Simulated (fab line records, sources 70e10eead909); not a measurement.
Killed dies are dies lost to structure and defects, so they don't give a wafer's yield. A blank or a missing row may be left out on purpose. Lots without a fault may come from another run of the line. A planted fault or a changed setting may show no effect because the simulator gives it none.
fab line records | flow nand_harc
record lots=24 wafers=72 last_day=25
route steps=1159 shown A_CONTACT@900
lots that met no fault: from a run of the same line without faults
start_h: hours from the record's first day to the start of the lot's first wafer shown | wait_h: hours since the lot's step before | " the same as in the row above | L1.1+2: a row that stands for several wafers | - no value, or no start given | * or withheld: withheld | < > ~ a bound
route shown NAME@n: a module of which the file shows steps, and the number in the route of the first | usual: mean/standard deviation of fault-free wafers | same: alike in all rows | chamber/n: place in a boat | sites: the reading at each site | _std_site: their standard deviation | _edge_site: outer sites' mean less inner sites' | radius_mm: how far each site lies from the wafer's centre | mask NAME#n: copy n | behind: the tool/chamber that last shaped the wafer | hold: why the lot was held/for how many hours/how that ended | device: the transistor (n, p or np) that didn't switch | end of line: the same wafers' tests at the end of the route | a step without rows: its recipe alone | killed: dies lost to structure and defects at the first sort, not the wafer's yield | map: a wafer's dies, x killed, . not, _ none there
set.NAME: the setting as run; set.NAME@STEP: as run at that earlier step | model.NAME: the simulator's own value behind a step, which no gauge read
steps of the route over a sample of lots; a table a step, a row a wafer
services: from which hour (start_h, from the record's first day; less than 0 if before it) a tool's chamber was out of use, for how many hours, and why
## steps
# step NHARC_A_CONTACT_ETCH_75
# recipe target_depth_a=390 over_etch_frac=0.3 time_s=65 ion_energy_ev=80 cf4_flow_sccm=150 ar_flow_sccm=0 rf_w=300 bias_w=100 chemistry=CF4
# usual drypump_motor_current_A=5.6/0.42 oes_product_au=1.003/0.0066 rf_vpp_V=151.6/1.3 showerhead_plenum_p_Torr=1.79/0.078 throttle_valve_pct=13.283/0.0089
# columns lot.wafer tool chamber start_h wait_h drypump_motor_current_A oes_product_au rf_hours_counter_h rf_vpp_V showerhead_plenum_p_Torr throttle_valve_pct
L074.3 rie_diel-01 3 367.24 0.1 5.0 1.011 22 153.5 1.90 13.277
L074.5 " 3 " " 5.0 1.011 - 152.8 1.90 13.291
L074.6 " 0 " " 5.5 1.006 - 151.3 1.70 13.284
L075.2 rie_diel-04 3 376.10 0.1 5.4 1.004 15 152.5 1.85 13.284
L075.3 " 2 " " 6.6 1.011 15 151.3 1.69 13.286
L075.5 " 0 " " 5.7 1.003 - 151.7 1.84 13.285
L077.3 rie_diel-01 1 377.97 0.1 6.0 0.992 24 152.1 1.83 13.282
L077.2 " 0 " " 5.6 0.997 26 149.7 1.69 13.277
L077.5 " 1 " " 6.0 1.005 - 149.9 1.83 13.293
L076.2 rie_diel-10 2 384.26 0.1 6.1 1.003 9 152.3 1.85 13.282
L076.6 " 0 " " 5.2 1.008 - 150.3 1.67 13.285
L076.5 " 1 " " 5.4 0.997 - 153.0 1.89 13.274
L078.2 rie_diel-04 3 396.03 0.1 5.3 0.992 18 151.2 1.85 13.288
L078.3 " 2 " " 6.6 1.017 18 149.6 1.69 13.284
L078.6 " 3 " " 5.3 0.998 - 153.4 1.85 13.273
L079.4 rie_diel-04 1 402.52 0.1 5.6 0.996 19 151.2 1.77 13.273
L079.1 " 0 " " 5.7 1.009 19 152.5 1.83 13.288
L079.6 " 2 " " 6.6 1.011 - 151.1 1.69 13.284
L081.1 rie_diel-04 0 430.46 0.1 5.7 0.997 23 151.6 1.83 13.295
L081.4 " 2 " " 6.6 0.992 22 149.8 1.69 13.279
L081.6 " 1 " " 5.7 1.000 - 150.5 1.77 13.282
L083.2 rie_diel-04 0 432.18 0.1 5.7 1.002 24 152.4 1.83 13.293
L083.1 " 1 " " 5.7 0.997 24 150.3 1.77 13.305
L083.5 " 2 " " 6.6 0.998 - 150.9 1.69 13.275
L080.2 rie_diel-04 2 436.84 0.1 6.5 0.998 24 150.6 1.69 13.286
L080.4 " 3 " " 5.3 0.990 24 151.7 1.85 13.278
L080.5 " 1 " " 5.7 1.000 - 151.5 1.77 13.285
L082.4 rie_diel-10 3 442.52 0.1 5.3 1.010 26 152.9 1.82 13.288
L082.2 " 1 " " 5.4 1.011 28 153.1 1.88 13.278
L082.3 " 2 " " 6.1 1.008 28 152.0 1.84 13.291
L084.4 rie_diel-04 0 443.14 0.4 5.7 1.005 28 153.8 1.83 13.288
L084.1 " 1 " " 5.6 1.008 28 152.2 1.77 13.281
L084.2 " 2 " " 6.6 1.000 27 149.9 1.69 13.264
L088.4 rie_diel-10 2 447.74 0.1 6.1 1.009 29 152.7 1.84 13.275
L088.1 " 3 " " 5.3 0.999 27 151.2 1.82 13.278
L088.2 " 0 " " 5.2 0.996 28 150.4 1.66 13.280
L085.3 rie_diel-04 3 450.93 0.1 5.3 1.011 28 152.5 1.85 13.267
L085.1 " 2 " " 6.6 0.994 28 150.0 1.69 13.265
L085.6 " 3 " " 5.3 0.995 - 153.2 1.85 13.272
L087.3 rie_diel-10 1 453.20 0.1 5.4 1.003 31 152.6 1.88 13.263
L087.1 " 3 " " 5.3 0.992 29 152.9 1.82 13.274
L087.5 " 1 " " 5.4 1.006 - 151.8 1.88 13.282
L086.3 rie_diel-10 1 465.71 0.1 5.4 1.008 37 152.6 1.88 13.267
L086.6 " 3 " " 5.3 1.006 - 152.1 1.82 13.281
L086.5 " 1 " " 5.4 1.010 - 151.6 1.88 13.287
L090.1 rie_diel-10 3 470.51 0.1 5.3 1.001 37 151.6 1.81 13.295
L090.4 " 1 " " 5.4 1.008 - 153.5 1.88 13.273
L090.6 " 2 " " 6.1 1.011 - 152.9 1.84 13.279
L089.4 rie_diel-01 1 474.88 0.1 6.0 1.004 61 150.3 1.82 13.281
L089.2 " 3 " " 5.0 1.000 65 153.3 1.89 13.289
L089.5 " 1 " " 6.0 1.000 - 152.5 1.82 13.291
L093.1 rie_diel-04 3 477.95 0.1 5.3 1.007 0 152.9 1.85 13.287
L093.4 " 1 " " 5.6 1.009 0 151.4 1.76 13.289
L093.5 " 0 " " 5.7 1.003 - 152.3 1.83 13.273
L092.4 rie_diel-01 0 488.55 0.1 5.6 1.014 65 151.5 1.68 13.294
L092.3 " 1 " " 5.9 1.007 65 152.3 1.82 13.285
L092.1 " 3 " " 5.0 1.017 68 151.8 1.89 13.275
L091.1 rie_diel-10 1 492.49 0.1 5.4 0.998 46 151.9 1.88 13.288
L091.2 " 2 " " 6.1 1.010 46 153.0 1.84 13.288
L091.3 " 3 " " 5.3 0.995 44 151.8 1.81 13.281
L095.2 rie_diel-10 0 507.52 0.1 5.2 1.004 45 149.4 1.66 13.277
L095.6 " 1 " " 5.4 1.009 - 152.7 1.88 13.291
L095.5 " 2 " " 6.1 0.996 - 151.6 1.83 13.287
L097.1 rie_diel-01 2 509.14 0.1 5.4 0.997 3 149.0 1.66 13.286
L097.2 " 0 " " 5.6 1.005 4 151.2 1.68 13.297
L097.5 " 3 " " 5.1 1.007 - 151.0 1.89 13.280
L094.4 rie_diel-01 3 512.52 0.1 5.0 0.997 6 153.4 1.89 13.279
L094.2 " 0 " " 5.6 1.001 5 151.3 1.68 13.297
L094.6 " 3 " " 5.0 1.001 - 152.8 1.89 13.272
L096.1 rie_diel-04 1 517.90 0.1 5.6 0.995 7 150.0 1.76 13.276
L096.5 " 0 " " 5.7 0.995 - 153.5 1.83 13.276
L096.6 " 1 " " 5.6 1.001 - 152.2 1.76 13.280
# step NHARC_A_CONTACT_ETCH_126
# recipe source_w=withheld pressure_mtorr=20 bias_v=1200 time_s=155 target_depth_a=9560 ar_flow_sccm=withheld c4f8_flow_sccm=withheld o2_flow_sccm=withheld chemistry=C4F8/O2/Ar
# columns lot.wafer tool chamber start_h wait_h rf_hours_counter_h
L074.3 har_cap_etch-02 0 368.87 0.1 -
L074.6 " 1 " " -
L074.5 " 0 " " -
L075.2 har_cap_etch-01 0 377.50 0.1 59
L075.3 " 1 " " -
L075.5 " 0 " " -
L077.2 har_cap_etch-01 1 380.19 0.1 60
L077.3 " 0 " " -
L077.5 " 0 " " -
L076.2 har_cap_etch-01 1 385.65 0.1 62
L076.5 " 0 " " -
L076.6 " 1 " " -
L078.2 har_cap_etch-02 0 397.41 0.1 14
L078.3 " 1 " " -
L078.6 " 1 " " -
L079.1 har_cap_etch-03 0 403.90 0.1 89
L079.4 " 1 " " -
L079.6 " 1 " " -
L081.1 har_cap_etch-01 1 431.86 0.1 66
L081.4 " 0 " " -
L081.6 " 0 " " -
L083.1 har_cap_etch-03 1 433.57 0.1 91
L083.2 " 0 " " 91
L083.5 " 0 " " -
L080.2 har_cap_etch-03 0 438.41 0.2 93
L080.4 " 1 " " -
L080.5 " 0 " " -
L082.2 har_cap_etch-01 1 444.02 0.1 69
L082.3 " 0 " " -
L082.4 " 1 " " -
L084.1 har_cap_etch-02 1 444.50 0.1 21
L084.2 " 0 " " 21
L084.4 " 0 " " -
L088.2 har_cap_etch-02 0 449.11 0.1 22
L088.1 " 1 " " 22
L088.4 " 0 " " -
L085.1 har_cap_etch-02 0 452.36 0.1 23
L085.3 " 1 " " -
L085.6 " 1 " " -
L087.1 har_cap_etch-01 1 454.58 0.1 72
L087.3 " 1 " " -
L087.5 " 1 " " -
L086.3 har_cap_etch-01 0 467.45 0.1 -
L086.5 " 1 " " -
L086.6 " 0 " " -
L090.1 har_cap_etch-02 0 472.15 0.1 26
L090.4 " 0 " " -
L090.6 " 1 " " -
L089.2 har_cap_etch-02 1 476.80 0.1 28
L089.4 " 0 " " -
L089.5 " 1 " " -
L093.1 har_cap_etch-02 0 479.35 0.1 29
L093.4 " 1 " " -
L093.5 " 1 " " -
L092.1 har_cap_etch-02 0 489.96 0.1 30
L092.3 " 1 " " -
L092.4 " 0 " " -
L091.2 har_cap_etch-03 1 494.13 0.2 102
L091.1 " 0 " " 102
L091.3 " 0 " " -
L095.2 har_cap_etch-03 0 508.89 0.1 104
L095.5 " 0 " " -
L095.6 " 1 " " -
L097.2 har_cap_etch-02 0 510.53 0.1 34
L097.1 " 1 " " 34
L097.5 " 0 " " -
L094.2 har_cap_etch-03 1 514.07 0.1 106
L094.4 " 0 " " -
L094.6 " 1 " " -
L096.1 har_cap_etch-03 0 519.28 0.1 107
L096.5 " 0 " " -
L096.6 " 1 " " -
# step NHARC_A_CONTACT_ETCH_129
# recipe source_w=withheld pressure_mtorr=20 bias_v=1200 time_s=155 target_depth_a=9560 ar_flow_sccm=withheld c4f8_flow_sccm=withheld o2_flow_sccm=withheld chemistry=C4F8/O2/Ar
# columns lot.wafer tool chamber start_h wait_h rf_hours_counter_h
L074.3 har_cap_etch-02 0 369.29 0.1 -
L074.6 " 1 " " -
L074.5 " 0 " " -
L075.2 har_cap_etch-01 0 377.93 0.1 59
L075.3 " 1 " " -
L075.5 " 0 " " -
L077.2 har_cap_etch-01 1 380.61 0.1 61
L077.3 " 0 " " -
L077.5 " 0 " " -
L076.2 har_cap_etch-01 1 386.08 0.1 62
L076.5 " 0 " " -
L076.6 " 1 " " -
L078.2 har_cap_etch-02 0 397.83 0.1 15
L078.3 " 1 " " -
L078.6 " 1 " " -
L079.1 har_cap_etch-03 0 404.33 0.1 89
L079.4 " 1 " " -
L079.6 " 1 " " -
L081.1 har_cap_etch-01 1 432.29 0.1 66
L081.4 " 0 " " -
L081.6 " 0 " " -
L083.1 har_cap_etch-03 1 433.99 0.1 92
L083.2 " 0 " " 92
L083.5 " 0 " " -
L080.2 har_cap_etch-03 0 438.97 0.2 93
L080.4 " 1 " " -
L080.5 " 0 " " -
L082.2 har_cap_etch-01 1 444.45 0.1 69
L082.3 " 0 " " -
L082.4 " 1 " " -
L084.1 har_cap_etch-02 1 444.93 0.1 21
L084.2 " 0 " " 21
L084.4 " 0 " " -
L088.2 har_cap_etch-02 0 449.53 0.1 22
L088.1 " 1 " " 22
L088.4 " 0 " " -
L085.1 har_cap_etch-02 0 452.78 0.1 24
L085.3 " 1 " " -
L085.6 " 1 " " -
L087.1 har_cap_etch-01 1 455.00 0.1 72
L087.3 " 1 " " -
L087.5 " 1 " " -
L086.3 har_cap_etch-01 0 467.88 0.1 -
L086.5 " 1 " " -
L086.6 " 0 " " -
L090.1 har_cap_etch-02 0 472.57 0.1 27
L090.4 " 0 " " -
L090.6 " 1 " " -
L089.2 har_cap_etch-02 1 477.22 0.1 28
L089.4 " 0 " " -
L089.5 " 1 " " -
L093.1 har_cap_etch-02 0 479.78 0.1 29
L093.4 " 1 " " -
L093.5 " 1 " " -
L092.1 har_cap_etch-02 0 490.38 0.1 31
L092.3 " 1 " " -
L092.4 " 0 " " -
L091.2 har_cap_etch-03 1 494.70 0.2 102
L091.1 " 0 " " 102
L091.3 " 0 " " -
L095.2 har_cap_etch-03 0 509.32 0.1 105
L095.5 " 0 " " -
L095.6 " 1 " " -
L097.2 har_cap_etch-02 0 510.96 0.1 34
L097.1 " 1 " " 34
L097.5 " 0 " " -
L094.2 har_cap_etch-03 1 514.49 0.1 106
L094.4 " 0 " " -
L094.6 " 1 " " -
L096.1 har_cap_etch-03 0 519.70 0.1 107
L096.5 " 0 " " -
L096.6 " 1 " " -
# step NHARC_A_CONTACT_ETCH_106
# recipe target_depth_a=600 overetch_a=60 time_s=33 ion_energy_ev=100 cf4_flow_sccm=80 o2_flow_sccm=20 ar_flow_sccm=0 rf_w=300 bias_w=100 chemistry=CF4/O2
# usual drypump_motor_current_A=5.6/0.43 oes_product_au=1.003/0.0071 rf_vpp_V=198.0/1.6 showerhead_plenum_p_Torr=1.34/0.064 throttle_valve_pct=13.397/0.0097
# columns lot.wafer tool chamber start_h wait_h drypump_motor_current_A oes_product_au rf_hours_counter_h rf_vpp_V showerhead_plenum_p_Torr throttle_valve_pct
L074.3 rie_diel-01 1 371.18 0.1 6.0 1.003 20 199.5 1.38 13.414
L074.5 " 1 " " 6.0 1.000 - 200.1 1.38 13.398
L074.6 " 3 " " 5.1 1.002 - 200.9 1.44 13.405
L075.2 rie_diel-04 2 379.54 0.0 6.6 0.998 16 197.4 1.27 13.399
L075.3 " 0 " " 5.7 0.997 17 200.0 1.39 13.402
L075.5 " 3 " " 5.3 0.992 - 199.8 1.40 13.404
L077.2 rie_diel-10 0 382.24 0.1 5.2 1.015 7 195.9 1.26 13.403
L077.3 " 2 " " 6.1 1.013 8 200.0 1.40 13.387
L077.5 " 0 " " 5.2 0.996 - 195.3 1.26 13.376
L076.2 rie_diel-01 0 387.73 0.1 5.6 1.021 30 196.2 1.27 13.399
L076.5 " 1 " " 6.0 0.999 - 198.4 1.38 13.397
L076.6 " 2 " " 5.4 1.021 - 196.4 1.26 13.390
L078.3 rie_diel-04 1 399.48 0.1 5.6 1.009 19 197.0 1.33 13.389
L078.2 " 3 " " 5.3 1.013 19 199.3 1.40 13.406
L078.6 " 1 " " 5.7 1.003 - 197.1 1.33 13.388
L079.1 rie_diel-04 3 405.97 0.1 5.3 1.004 19 198.6 1.40 13.417
L079.4 " 1 " " 5.6 1.001 20 199.4 1.33 13.389
L079.6 " 3 " " 5.4 0.987 - 198.8 1.40 13.391
L081.4 rie_diel-04 3 434.17 0.3 5.3 1.005 24 199.2 1.40 13.392
L081.1 " 1 " " 5.7 0.996 24 198.3 1.33 13.398
L081.6 " 3 " " 5.3 1.008 - 199.1 1.40 13.377
L083.1 rie_diel-01 1 435.73 0.1 6.0 1.002 47 200.1 1.38 13.400
L083.2 " 3 " " 5.0 0.999 49 200.3 1.43 13.403
L083.5 " 0 " " 5.6 1.005 - 196.4 1.27 13.395
L080.2 rie_diel-10 0 440.99 0.0 5.2 1.013 25 195.2 1.25 13.410
L080.4 " 3 " " 5.3 0.992 25 199.9 1.37 13.402
L080.5 " 1 " " 5.4 0.996 - 199.5 1.43 13.406
L082.4 rie_diel-04 0 446.18 0.1 5.8 1.008 28 197.5 1.39 13.402
L082.2 " 1 " " 5.6 1.005 28 197.5 1.33 13.390
L082.3 " 2 " " 6.6 1.003 27 197.4 1.27 13.399
L084.2 rie_diel-10 0 446.87 0.2 5.2 1.012 28 196.4 1.25 13.396
L084.1 " 2 " " 6.1 1.003 29 198.5 1.39 13.386
L084.4 " 3 " " 5.3 0.994 27 199.0 1.37 13.398
L088.1 rie_diel-10 3 451.31 0.1 5.3 0.998 29 199.7 1.37 13.384
L088.4 " 0 " " 5.3 1.010 29 195.9 1.25 13.396
L088.2 " 1 " " 5.4 1.011 31 199.3 1.42 13.391
L085.1 rie_diel-01 1 454.47 0.1 6.0 0.997 53 198.7 1.37 13.403
L085.3 " 2 " " 5.4 1.015 42 195.9 1.25 13.409
L085.6 " 2 " " 5.4 1.012 - 196.5 1.25 13.405
L087.1 rie_diel-01 3 456.78 0.1 5.0 1.008 56 201.2 1.43 13.395
L087.3 " 0 " " 5.5 1.016 54 197.8 1.27 13.375
L087.5 " 3 " " 5.0 1.009 - 198.9 1.43 13.409
L086.3 rie_diel-01 0 469.53 0.1 5.6 1.009 60 196.8 1.27 13.402
L086.6 " 0 " " 5.6 1.000 - 195.9 1.27 13.387
L086.5 " 1 " " 6.0 1.001 - 198.5 1.37 13.410
L090.1 rie_diel-01 1 474.28 0.1 6.0 1.004 61 198.1 1.37 13.385
L090.4 " 3 " " 5.0 1.011 65 199.7 1.43 13.406
L090.6 " 1 " " 6.0 1.003 - 198.5 1.37 13.405
L089.2 rie_diel-10 3 478.91 0.1 5.3 1.001 41 198.5 1.37 13.405
L089.4 " 2 " " 6.1 0.997 43 199.2 1.39 13.413
L089.5 " 0 " " 5.2 1.009 - 194.9 1.25 13.400
L093.4 rie_diel-04 0 481.41 0.1 5.7 1.010 1 198.5 1.38 13.401
L093.1 " 2 " " 6.6 0.995 1 197.3 1.27 13.409
L093.5 " 3 " " 5.3 0.997 - 199.1 1.40 13.406
L092.1 rie_diel-04 0 492.00 0.1 5.7 1.012 3 197.6 1.38 13.377
L092.3 " 1 " " 5.6 1.004 2 196.7 1.33 13.400
L092.4 " 2 " " 6.5 0.991 2 197.0 1.27 13.394
L091.2 rie_diel-04 2 496.74 0.1 6.6 0.995 3 197.4 1.27 13.386
L091.1 " 3 " " 5.3 1.002 3 198.5 1.40 13.393
L091.3 " 1 " " 5.6 0.995 3 197.1 1.33 13.382
L095.2 rie_diel-04 2 510.98 0.1 6.6 1.001 5 197.1 1.27 13.405
L095.6 " 3 " " 5.3 1.003 - 199.1 1.40 13.395
L095.5 " 0 " " 5.7 1.000 - 198.0 1.38 13.387
L097.2 rie_diel-04 1 512.62 0.1 5.7 0.992 6 198.1 1.33 13.401
L097.1 " 3 " " 5.3 0.993 6 199.1 1.40 13.425
L097.5 " 1 " " 5.6 0.994 - 198.4 1.33 13.409
L094.2 rie_diel-01 1 516.16 0.1 5.9 1.012 6 199.0 1.37 13.381
L094.4 " 0 " " 5.5 1.009 6 196.3 1.27 13.395
L094.6 " 1 " " 6.0 0.993 - 199.0 1.37 13.398
L096.1 rie_diel-01 3 521.71 0.1 5.0 0.993 9 200.0 1.43 13.397
L096.6 " 1 " " 6.0 0.995 - 197.0 1.37 13.387
L096.5 " 2 " " 5.4 0.993 - 195.5 1.25 13.405
# step NHARC_A_CONTACT_CD_MEAS_08
# recipe target_cd_nm=100 landing_energy_ev=500
# usual cd_nm=100.0/0.4
# same landing_energy_ev=500
# columns lot.wafer tool chamber start_h wait_h cd_nm
L074.3 cd_sem-03 0 376.65 - 99.8
L074.5 " 0 " " 99.9
L074.6 " 0 " " 99.6
L075.2 cd_sem-01 0 382.26 - 99.7
L075.3 " 0 " " 99.7
L075.5 " 0 " " 99.3
L077.2 cd_sem-03 0 384.82 - 100.1
L077.3 " 0 " " 99.6
L077.5 " 0 " " 99.6
L076.2 cd_sem-03 0 390.22 - 99.6
L076.5 " 0 " " 99.8
L076.6 " 0 " " 100.1
L078.2 cd_sem-02 0 401.99 - 99.8
L078.3 " 0 " " 100.2
L078.6 " 0 " " 99.3
L079.1 cd_sem-03 0 408.50 - 99.9
L079.4 " 0 " " 100.3
L079.6 " 0 " " 99.5
L081.1 cd_sem-03 0 436.73 - 99.7
L081.4 " 0 " " 100.2
L081.6 " 0 " " 99.8
L083.1 cd_sem-03 0 438.46 - 100.1
L083.2 " 0 " " 100.3
L083.5 " 0 " " 100.1
L080.2 cd_sem-03 0 443.52 - 100.1
L080.4 " 0 " " 99.3
L080.5 " 0 " " 99.9
L082.2 cd_sem-02 0 448.83 - 100.1
L082.3 " 0 " " 100.4
L082.4 " 0 " " 99.5
L084.1 cd_sem-02 0 450.48 - 99.9
L084.2 " 0 " " 100.3
L084.4 " 0 " " 100.0
L088.1 cd_sem-03 0 455.84 - 100.1
L088.2 " 0 " " 99.9
L088.4 " 0 " " 100.3
L085.1 cd_sem-02 0 457.57 - 99.7
L085.3 " 0 " " 100.1
L085.6 " 0 " " 99.9
L087.1 cd_sem-01 0 460.98 - 100.1
L087.3 " 0 " " 99.4
L087.5 " 0 " " 100.1
L086.3 cd_sem-03 0 472.18 - 99.6
L086.5 " 0 " " 99.4
L086.6 " 0 " " 99.5
L090.1 cd_sem-02 0 476.76 - 100.0
L090.4 " 0 " " 100.0
L090.6 " 0 " " 100.1
L089.2 cd_sem-03 0 485.94 - 99.4
L089.4 " 0 " " 99.3
L089.5 " 0 " " 99.9
L093.1 cd_sem-01 0 490.91 - 99.8
L093.4 " 0 " " 99.4
L093.5 " 0 " " 100.3
L092.1 cd_sem-03 0 494.56 - 100.4
L092.3 " 0 " " 100.3
L092.4 " 0 " " 100.6
L091.1 cd_sem-03 0 499.28 - 100.2
L091.2 " 0 " " 100.1
L091.3 " 0 " " 100.7
L095.2 cd_sem-01 0 513.51 - 99.8
L095.5 " 0 " " 99.4
L095.6 " 0 " " 99.2
L097.1 cd_sem-02 0 515.88 - 100.4
L097.2 " 0 " " 100.0
L097.5 " 0 " " 100.1
L094.2 cd_sem-03 0 520.92 - 100.1
L094.4 " 0 " " 99.8
L094.6 " 0 " " 100.9
L096.1 cd_sem-01 0 524.32 - 100.8
L096.5 " 0 " " 100.5
L096.6 " 0 " " 101.0
# step NHARC_A_CONTACT_ETCH_31
# recipe target_depth_a=20000 over_etch_frac=0.3 time_s=520 ion_energy_ev=150 o2_flow_sccm=400 cos_flow_sccm=20 ar_flow_sccm=0 rf_w=500 bias_w=300 chemistry=O2/COS
# usual drypump_motor_current_A=5.6/0.42 oes_product_au=1.001/0.0073 rf_vpp_V=314.6/2.1 showerhead_plenum_p_Torr=3.15/0.15 throttle_valve_pct=28.330/0.0081
# columns lot.wafer tool chamber start_h wait_h drypump_motor_current_A oes_product_au rf_hours_counter_h rf_vpp_V showerhead_plenum_p_Torr throttle_valve_pct
L074.3 rie_diel-04 3 - - 5.3 0.997 17 314.7 3.27 28.327
L074.6 " 1 " " 5.7 0.995 - 313.9 3.12 28.327
L074.5 " 2 " " 6.5 0.993 - 312.2 2.98 28.321
L075.3 rie_diel-10 1 - - 5.4 1.004 9 315.3 3.34 28.321
L075.2 " 2 " " 6.1 1.004 9 315.9 3.26 28.330
L075.5 " 1 " " 5.5 1.001 - 316.4 3.34 28.340
L077.3 rie_diel-01 3 - - 5.0 1.003 31 317.3 3.36 28.336
L077.2 " 1 " " 6.0 0.988 28 314.8 3.23 28.338
L077.5 " 3 " " 5.0 1.001 - 317.4 3.36 28.338
L076.2 rie_diel-01 0 - - 5.6 1.003 30 311.7 2.99 28.335
L076.5 " 2 " " 5.4 1.010 - 311.3 2.95 28.316
L076.6 " 3 " " 5.1 1.019 - 316.8 3.36 28.340
L078.2 rie_diel-10 3 - - 5.3 1.001 12 315.6 3.22 28.344
L078.3 " 1 " " 5.4 1.001 14 318.1 3.33 28.323
L078.6 " 0 " " 5.3 1.004 - 310.6 2.94 28.313
L079.4 rie_diel-10 2 - - 6.2 1.004 18 316.5 3.26 28.331
L079.1 " 3 " " 5.3 0.983 15 316.4 3.22 28.338
L079.6 " 2 " " 6.1 1.007 - 316.5 3.26 28.327
L081.4 rie_diel-01 2 - - 5.4 1.007 37 311.1 2.94 28.324
L081.1 " 3 " " 5.0 1.006 51 317.4 3.35 28.314
L081.6 " 0 " " 5.6 1.001 - 312.2 2.98 28.337
L083.1 rie_diel-04 3 - - 5.3 0.987 25 315.7 3.27 28.314
L083.2 " 2 " " 6.6 0.995 25 312.2 2.97 28.332
L083.5 " 3 " " 5.3 0.996 - 316.0 3.27 28.339
L080.4 rie_diel-01 2 - - 5.4 1.002 40 313.4 2.94 28.342
L080.2 " 3 " " 5.0 0.999 54 317.6 3.34 28.336
L080.5 " 0 " " 5.5 1.008 - 310.7 2.98 28.342
L082.3 rie_diel-01 3 - - 5.0 1.027 55 317.0 3.34 28.318
L082.2 " 0 " " 5.6 1.013 53 312.7 2.97 28.313
L082.4 " 2 " " 5.4 1.020 41 311.6 2.94 28.335
L084.2 rie_diel-01 3 - - 5.0 1.005 56 316.9 3.34 28.329
L084.1 " 1 " " 6.0 0.998 53 315.7 3.21 28.336
L084.4 " 2 " " 5.4 1.014 41 312.0 2.94 28.346
L088.2 rie_diel-04 2 - - 6.5 1.003 29 313.6 2.97 28.326
L088.1 " 3 " " 5.3 0.993 29 315.0 3.27 28.337
L088.4 " 1 " " 5.6 0.996 30 315.0 3.11 28.330
L085.3 rie_diel-04 2 - - 6.5 0.992 30 313.0 2.97 28.338
L085.1 " 0 " " 5.7 0.984 30 316.9 3.23 28.333
L085.6 " 3 " " 5.3 0.988 - 315.9 3.27 28.323
L087.1 rie_diel-04 0 - - 5.7 0.989 32 316.2 3.23 28.339
L087.3 " 2 " " 6.6 0.998 31 313.1 2.97 28.330
L087.5 " 1 " " 5.6 0.996 - 314.6 3.11 28.335
L086.3 rie_diel-10 1 - - 5.4 1.004 42 317.5 3.32 28.326
L086.5 " 2 " " 6.1 1.011 - 316.2 3.25 28.332
L086.6 " 3 " " 5.3 0.999 - 315.2 3.20 28.328
L090.4 rie_diel-01 3 - - 5.0 1.000 66 318.4 3.34 28.335
L090.1 " 0 " " 5.6 1.014 63 312.1 2.97 28.330
L090.6 " 2 " " 5.4 1.003 - 311.3 2.94 28.329
L089.4 rie_diel-04 3 - - 5.3 0.997 2 315.8 3.26 28.331
L089.2 " 0 " " 5.7 0.994 2 315.7 3.23 28.332
L089.5 " 3 " " 5.3 1.005 - 315.9 3.26 28.325
L093.1 rie_diel-10 0 - - 5.2 1.014 39 310.5 2.93 28.332
L093.4 " 1 " " 5.5 1.004 45 316.2 3.32 28.330
L093.5 " 2 " " 6.1 1.008 - 315.8 3.24 28.321
L092.4 rie_diel-10 3 - - 5.3 1.004 46 315.0 3.20 28.336
L092.1 " 0 " " 5.2 1.009 40 311.5 2.93 28.341
L092.3 " 1 " " 5.5 1.005 47 317.7 3.32 28.320
L091.1 rie_diel-04 0 - - 5.8 1.003 4 316.4 3.23 28.328
L091.2 " 2 " " 6.6 0.997 3 312.2 2.97 28.332
L091.3 " 3 " " 5.3 0.999 4 315.6 3.26 28.320
L095.2 rie_diel-10 3 - - 5.3 1.010 54 314.7 3.20 28.342
L095.5 " 1 " " 5.4 0.997 - 315.7 3.31 28.336
L095.6 " 2 " " 6.1 1.005 - 316.9 3.24 28.343
L097.2 rie_diel-04 3 - - 5.3 1.006 6 317.1 3.26 28.336
L097.1 " 1 " " 5.7 1.004 6 315.0 3.11 28.330
L097.5 " 3 " " 5.4 1.005 - 316.4 3.26 28.326
L094.4 rie_diel-01 3 - - 5.0 0.998 9 316.0 3.33 28.334
L094.2 " 1 " " 6.0 0.989 8 314.2 3.20 28.348
L094.6 " 3 " " 5.0 0.991 - 315.9 3.33 28.340
L096.1 rie_diel-04 0 - - 5.7 1.001 9 314.8 3.23 28.337
L096.5 " 2 " " 6.6 0.994 - 312.4 2.97 28.336
L096.6 " 3 " " 5.3 0.987 - 316.8 3.26 28.325
## services
# columns tool chamber start_h hours kind
rie_diel-04 - 343.56 0.6 repair
rie_diel-04 0 346.92 - clean
rie_diel-04 1 346.92 - clean
rie_diel-04 2 346.92 - clean
rie_diel-04 3 346.92 - clean
rie_diel-10 - 353.50 9.0 pm
rie_diel-01 2 370.60 14.2 repair
rie_diel-04 0 371.42 - clean
rie_diel-04 1 371.42 - clean
rie_diel-04 2 371.42 - clean
rie_diel-04 3 371.42 - clean
rie_diel-04 - 393.64 0.7 repair
rie_diel-04 0 395.92 - clean
rie_diel-04 1 395.92 - clean
rie_diel-04 2 395.92 - clean
rie_diel-04 3 395.92 - clean
rie_diel-10 2 423.51 3.3 repair
rie_diel-01 0 453.61 3.1 repair
rie_diel-01 2 458.27 8.7 repair
rie_diel-10 0 463.85 7.3 repair
rie_diel-04 - 465.95 9.0 pm
rie_diel-01 - 492.10 9.0 pm
rie_diel-01 2 504.88 3.7 repair
rie_diel-04 - 523.29 0.9 repair
## key
fault none
